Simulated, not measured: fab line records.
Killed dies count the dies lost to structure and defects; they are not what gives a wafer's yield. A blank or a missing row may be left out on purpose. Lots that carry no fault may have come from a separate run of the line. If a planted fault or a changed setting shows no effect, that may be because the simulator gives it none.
Split-lot study | flow n5Finfet | 21 wafers read from 7 lots, route of 1938 steps

== SPLIT DETAILS ==
At N5_BEOL_M4_COAT_05 (resist thk 30 nm), the setting spinRpm was moved away from the recipe's 1500 rpm on 7 of the 21 wafers read, by -10.4% to +9.3%. The other wafers ran this setting at the recipe's value.

== FROM THE SPLIT TO THE READING: what the file shows between them, 7 steps ==
- N5_BEOL_M4_EBR_07
- N5_BEOL_M4_SOFTBAKE_06: time 60 s
- N5_BEOL_M4_EXPOSE_08: exposes mask M4
- N5_BEOL_M4_PEB_09: peb time 60 s
- N5_BEOL_M4_DEVELOP_10: develop time 30 s
- N5_BEOL_M4_DESCUM_16: chemistry O2, time 7 s
- N5_BEOL_M4_ETCH_74: etches underlayer in N2/H2, target depth 6.5 nm, time 5.2 s

== THE READING ==
CAR-EUV_of_BEOL_M4_COAT_05.thkNm (the simulator's own value, which no gauge read), in nm, at N5_BEOL_M4_ETCH_63 (etches SiARC in CF4, target depth 15.6 nm, time 26 s). No usual value for it is given in the file. Here, 14 wafers ran the recipe; their average is 11.1 nm with a standard deviation of 0.16 nm.

wafer  | tool, chamber at the split | spinRpm as run, rpm | against the recipe | CAR-EUV_of_BEOL_M4_COAT_05.thkNm, nm | against lot-mates on the recipe
L076.1 | lithoTrack-05, 0           | 1500                | recipe             | 11.2                                 | -
L076.3 | lithoTrack-05, 0           | 1543                | +2.9%              | 10.4                                 | -0.8
L076.5 | lithoTrack-05, 0           | 1543                | +2.9%              | 10.8                                 | -0.4
L085.3 | lithoTrack-04, 0           | 1344                | -10.4%             | 12.6                                 | +1.6
L085.4 | lithoTrack-04, 0           | 1344                | -10.4%             | 13                                   | +2.0
L085.6 | lithoTrack-04, 0           | 1500                | recipe             | 11                                   | -
L086.1 | lithoTrack-04, 0           | 1500                | recipe             | 10.8                                 | -
L086.2 | lithoTrack-04, 0           | 1500                | recipe             | 11.2                                 | -
L086.3 | lithoTrack-04, 0           | 1500                | recipe             | 11                                   | -
L090.3 | lithoTrack-02, 0           | 1559                | +3.9%              | 10.4                                 | -0.9
L090.4 | lithoTrack-02, 0           | 1500                | recipe             | 11.2                                 | -
L090.5 | lithoTrack-02, 0           | 1500                | recipe             | 11.4                                 | -
L092.2 | lithoTrack-02, 0           | 1500                | recipe             | 11                                   | -
L092.3 | lithoTrack-02, 0           | 1640                | +9.3%              | 9.8                                  | -1.2
L092.6 | lithoTrack-02, 0           | 1640                | +9.3%              | 9.6                                  | -1.4
L095.4 | lithoTrack-02, 0           | 1500                | recipe             | 11.2                                 | -
L095.5 | lithoTrack-02, 0           | 1500                | recipe             | 11.2                                 | -
L095.6 | lithoTrack-02, 0           | 1500                | recipe             | 11.2                                 | -
L097.1 | lithoTrack-04, 0           | 1500                | recipe             | 10.8                                 | -
L097.4 | lithoTrack-04, 0           | 1500                | recipe             | 11.2                                 | -
L097.5 | lithoTrack-04, 0           | 1500                | recipe             | 11                                   | -

THE FIT
A straight line over all 21 wafers: CAR-EUV_of_BEOL_M4_COAT_05.thkNm changes by -0.159 nm for each +1% of spinRpm; r = -0.97; the points scatter about the line by 0.18 nm.
The same after taking each lot's own level away (the mean of its wafers on the recipe; 21 wafers): -0.163 nm for each +1%; r = -0.97; scatter 0.17 nm.
Per that fit: largest spinRpm move, reading shift of 1.7 nm.
The span of the lots' own levels, 11.00 to 11.30 nm, comes to 1.8 times the standard deviation stated above.
So the lot-to-lot level changes the slope little: the two slopes agree.
Check: +1.74 nm against its lot-mates is what the line predicts for one of the wafers moved furthest among these (-10.4%) when that wafer is left out of the fit. Against them it came out at +1.6 nm.

== THE OTHER SPLITS THESE WAFERS WENT THROUGH ==
Note: prior to the reading, these wafers also went through further splits. Each is held against what the fit with the lots' levels taken away leaves over:
other split on the same wafers | wafers away from the commonest value | r with CAR-EUV_of_BEOL_M4_COAT_05.thkNm (lot level and that fit taken away)
N5_BEOL_M1_ETCH_64 biasW       | 6                                    | +0.34
N5_BEOL_M2_COAT_05 spinRpm     | 8                                    | +0.14
N5_BEOL_M3_COAT_05 spinRpm     | 5                                    | -0.02
N5_BEOL_M4_COAT_62 spinRpm     | 10                                   | +0.34

== THE WHOLE CHAIN: every reading that the file lists as answering this split, in the file's order ==
step                  | what it does                                         | reading                                                                           | change (the file's fit)               | r (the file's)
N5_BEOL_M4_COAT_05    | resist thk 30 nm                                     | CAR-EUV_of_BEOL_M4_COAT_05.thkNm (the simulator's own value, which no gauge read) | -0.154 nm for each +1% of the setting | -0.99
N5_BEOL_M4_DEVELOP_10 | develop time 30 s                                    | CAR-EUV_of_BEOL_M4_COAT_05.thkNm (the simulator's own value, which no gauge read) | -0.157 nm for each +1% of the setting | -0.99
N5_BEOL_M4_ETCH_63    | etches SiARC in CF4, target depth 15.6 nm, time 26 s | CAR-EUV_of_BEOL_M4_COAT_05.thkNm (the simulator's own value, which no gauge read) | -0.165 nm for each +1% of the setting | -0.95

== THE FILE'S OWN FIT ==
CAR-EUV_of_BEOL_M4_COAT_05.thkNm changes by -0.165 nm for each +1% of spinRpm, r = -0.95.
